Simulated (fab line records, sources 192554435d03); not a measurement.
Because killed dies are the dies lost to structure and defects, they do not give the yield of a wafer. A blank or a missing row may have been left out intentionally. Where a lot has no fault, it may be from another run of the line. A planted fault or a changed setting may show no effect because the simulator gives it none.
Lot-split experiment | flow n5 finfet | 39 wafers read across 7 lots, on a route 1938 steps long

SPLIT DETAILS
At N5_PASSIVATION_PECVD_55 (deposits SiO2 from SiH4/N2O, target thk 400 nm, time 22.5 s), the setting time s was moved away from the recipe's 22.5 s on 15 of the 39 wafers read, by -56.0% to +53.4%. This setting was run at the recipe's value on the other wafers.

FROM THE SPLIT TO THE READING: what the file shows between them, 6 steps
- N5_PASSIVATION_PECVD_01: deposits SiNx from SiH4/NH3/N2, target thk 200 nm, time 43.2 s
- N5_PASSIVATION_HMDS_03: time 60 s
- N5_PASSIVATION_DESCUM_12: chemistry O2, time 7.9 s
- N5_PASSIVATION_PASS_ETCH_74: etches SiNx in CF4/O2, target depth 220 nm, time 110 s
- N5_PASSIVATION_VIA_ETCH_13: etches SiO2 in CHF3/O2, target depth 660 nm, time 330 s
- N5_PASSIVATION_STRIP_14: strips in O2

THE READING
TV_OPEN.cd offset nm (the simulator's own value, which no gauge read), in nm, at N5_PASSIVATION_ETCH_15 (etches SiCN in CF4/N2, target depth 75 nm, time 81.2 s). The file gives no usual value for it. Across the 24 wafers here that went through the recipe, the average is 2.0 nm and the standard deviation 0.44 nm.

wafer  | tool, chamber at the split | time s as run, s | against the recipe | TV_OPEN.cd offset nm, nm | against lot-mates on the recipe
L075.1 | pecvd-03, 0                | 30.81            | +36.9%             | 0                        | -1.9
L075.6 | pecvd-03, 2                | 30.81            | +36.9%             | 0                        | -1.9
L075.2 | pecvd-03, 2                | 22.5             | recipe             | 2                        | -
L075.5 | pecvd-03, 0                | 22.5             | recipe             | 2                        | -
L075.3 | pecvd-03, 1                | 30.81            | +36.9%             | -0.8                     | -2.7
L075.4 | pecvd-03, 1                | 22.5             | recipe             | 1.8                      | -
L079.1 | pecvd-02, 1                | 22.5             | recipe             | 1.4                      | -
L079.2 | pecvd-02, 0                | 34.51            | +53.4%             | -1.2                     | -3.2
L079.3 | pecvd-02, 2                | 34.51            | +53.4%             | -0.2                     | -2.2
L079.4 | pecvd-02, 2                | 22.5             | recipe             | 2.2                      | -
L079.5 | pecvd-02, 0                | 34.51            | +53.4%             | -0.4                     | -2.4
L079.6 | pecvd-02, 1                | 22.5             | recipe             | 2.4                      | -
L083.1 | pecvd-03, 2                | 22.5             | recipe             | 1.8                      | -
L083.2 | pecvd-03, 0                | 22.5             | recipe             | 1                        | -
L083.3 | pecvd-03, 2                | 22.5             | recipe             | 0.8                      | -
L083.4 | pecvd-03, 0                | 22.5             | recipe             | 1.4                      | -
L083.5 | pecvd-03, 2                | 22.5             | recipe             | 2.2                      | -
L083.6 | pecvd-03, 0                | 22.5             | recipe             | 2.2                      | -
L087.1 | pecvd-03, 0                | 9.891            | -56.0%             | 4.6                      | +2.5
L087.2 | pecvd-03, 2                | 22.5             | recipe             | 2                        | -
L087.3 | pecvd-03, 0                | 9.891            | -56.0%             | 4.2                      | +2.1
L087.4 | pecvd-03, 2                | 22.5             | recipe             | 2.2                      | -
L087.5 | pecvd-03, 0                | 22.5             | recipe             | 2.2                      | -
L087.6 | pecvd-03, 2                | 9.891            | -56.0%             | 4.4                      | +2.3
L090.1 | pecvd-02, 1                | 22.5             | recipe             | 2.2                      | -
L090.2 | pecvd-02, 0                | 22.5             | recipe             | 2.4                      | -
L090.4 | pecvd-02, 2                | 22.5             | recipe             | 2                        | -
L092.1 | pecvd-02, 0                | 22.5             | recipe             | 2.4                      | -
L092.2 | pecvd-02, 2                | 31.79            | +41.3%             | 0.2                      | -2.1
L092.3 | pecvd-02, 1                | 31.79            | +41.3%             | 0                        | -2.3
L092.4 | pecvd-02, 2                | 22.5             | recipe             | 2.2                      | -
L092.5 | pecvd-02, 0                | 22.5             | recipe             | 2.2                      | -
L092.6 | pecvd-02, 1                | 31.79            | +41.3%             | 0.6                      | -1.7
L096.1 | pecvd-01, 2                | 22.5             | recipe             | 1.6                      | -
L096.4 | pecvd-01, 1                | 22.5             | recipe             | 1.6                      | -
L096.2 | pecvd-01, 0                | 22.5             | recipe             | 2.6                      | -
L096.3 | pecvd-01, 1                | 18.67            | -17.0%             | 2                        | +0.1
L096.6 | pecvd-01, 2                | 18.67            | -17.0%             | 2                        | +0.1
L096.5 | pecvd-01, 0                | 18.67            | -17.0%             | 2.2                      | +0.3

FIT RESULTS
A straight line over all 39 wafers: TV_OPEN.cd offset nm changes by -0.0451 nm for each +1% of time s; r = -0.94; the points scatter about the line by 0.46 nm.
The same after taking each lot's own level away (the mean of its wafers on the recipe; 39 wafers): -0.0454 nm for each +1%; r = -0.95; scatter 0.41 nm.
According to that fit, moving time s by its largest amount changes the reading by 2.5 nm.
Across the lots, their own levels run from 1.57 to 2.27 nm, a range of 1.6 times the standard deviation given above.
Hence the lot-to-lot level has little effect on the slope; both slopes agree.
Check: with one of the wafers moved furthest among these (-56.0%) left out of the fit, the line predicts +2.4 nm for it against its lot-mates. It came out at +2.47 nm against them.

THE OTHER SPLITS THESE WAFERS WENT THROUGH
Before the reading, these wafers also passed through other splits. Each is held against what the fit with the lots' levels taken away leaves over:
other split on the same wafers       | wafers away from the commonest value | r with TV_OPEN.cd offset nm (lot level and that fit taken away)
N5_BEOL_M8_DEVELOP_10 develop time s | 12                                   | +0.23
N5_BEOL_M10_DEP_56 target thk a      | 15                                   | -0.09
N5_BEOL_M13_SPUTTER_43 time s        | 15                                   | -0.19

THE WHOLE CHAIN: every reading that the file lists as answering this split, in the file's order
step                       | what it does                                                | reading                                                                              | change (the file's fit)                | r (the file's)
N5_PASSIVATION_PECVD_55    | deposits SiO2 from SiH4/N2O, target thk 400 nm, time 22.5 s | SiO2_of_PASSIVATION_PECVD_55.thk nm (the simulator's own value, which no gauge read) | +3.93 nm for each +1% of the setting   | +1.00
N5_PASSIVATION_VIA_ETCH_13 | etches SiO2 in CHF3/O2, target depth 660 nm, time 330 s     | etch rf on time s                                                                    | withheld for each +1% of the setting   | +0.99
N5_PASSIVATION_VIA_ETCH_13 | etches SiO2 in CHF3/O2, target depth 660 nm, time 330 s     | TV_OPEN.cd offset nm (the simulator's own value, which no gauge read)                | -0.045 nm for each +1% of the setting  | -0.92
N5_PASSIVATION_ETCH_15     | etches SiCN in CF4/N2, target depth 75 nm, time 81.2 s      | TV_OPEN.cd offset nm (the simulator's own value, which no gauge read)                | -0.0462 nm for each +1% of the setting | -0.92

FILE'S OWN FIT
TV_OPEN.cd offset nm changes by -0.0462 nm for each +1% of time s, r = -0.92.
